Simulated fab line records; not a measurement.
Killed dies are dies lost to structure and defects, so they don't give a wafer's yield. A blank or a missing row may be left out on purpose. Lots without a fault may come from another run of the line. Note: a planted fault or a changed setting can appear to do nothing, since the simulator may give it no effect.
Matching of chambers + flow nand-harc + NHARC_A_STAIRCASE_CMP_152 on cmp-04 has 4 sister chambers
The step polishes. 4 wafers are shown with their chamber, then 7 later ones without.

== WAFERS, EACH WITH ITS CHAMBER ==
| wafer  | chamber | motor-current-A (A) |
|--------|---------|---------------------|
| L082.6 | 3       | 12.1                |
| L088.4 | 2       | 12.1                |
| L090.2 | 1       | 11.3                |
| L090.4 | 0       | 12.6                |

== WAFERS WITH NO CHAMBER GIVEN ==
| wafer  | motor-current-A (A) |
|--------|---------------------|
| L090.5 | 11.4                |
| L096.2 | 12.7                |
| L096.3 | 11.4                |
| L096.5 | 11.2                |
| L095.3 | 13.1                |
| L095.5 | 12.8                |
| L095.6 | 12.9                |

== EACH ONE'S CHAMBER ==
| wafer  | from the rows above | in truth                   |
|--------|---------------------|----------------------------|
| L090.5 | 1                   | 1                          |
| L096.2 | 0                   | 0                          |
| L096.3 | 1                   | 1                          |
| L096.5 | 1                   | 1                          |
| L095.3 | 0                   | 0                          |
| L095.5 | 0                   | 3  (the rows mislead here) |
| L095.6 | 0                   | 0                          |
Correct placement for 6 of the 7. From these rows, 0 cannot be placed. Number placed wrongly: 1.
How it was worked out, from the rows above alone: a wafer's distance from a chamber is the root of the sum, over the readings, of the square of ((its reading less the chamber's mean) divided by the reading's scatter). If the next closest chamber is less than 2 further off than the closest, the wafer can't be placed; otherwise it belongs to the closest. The mean given for a chamber averages the wafers shown for that chamber. The scatter: with one shown wafer a chamber, the root of the mean of the squares of how far each hidden wafer lies from its nearest shown one.
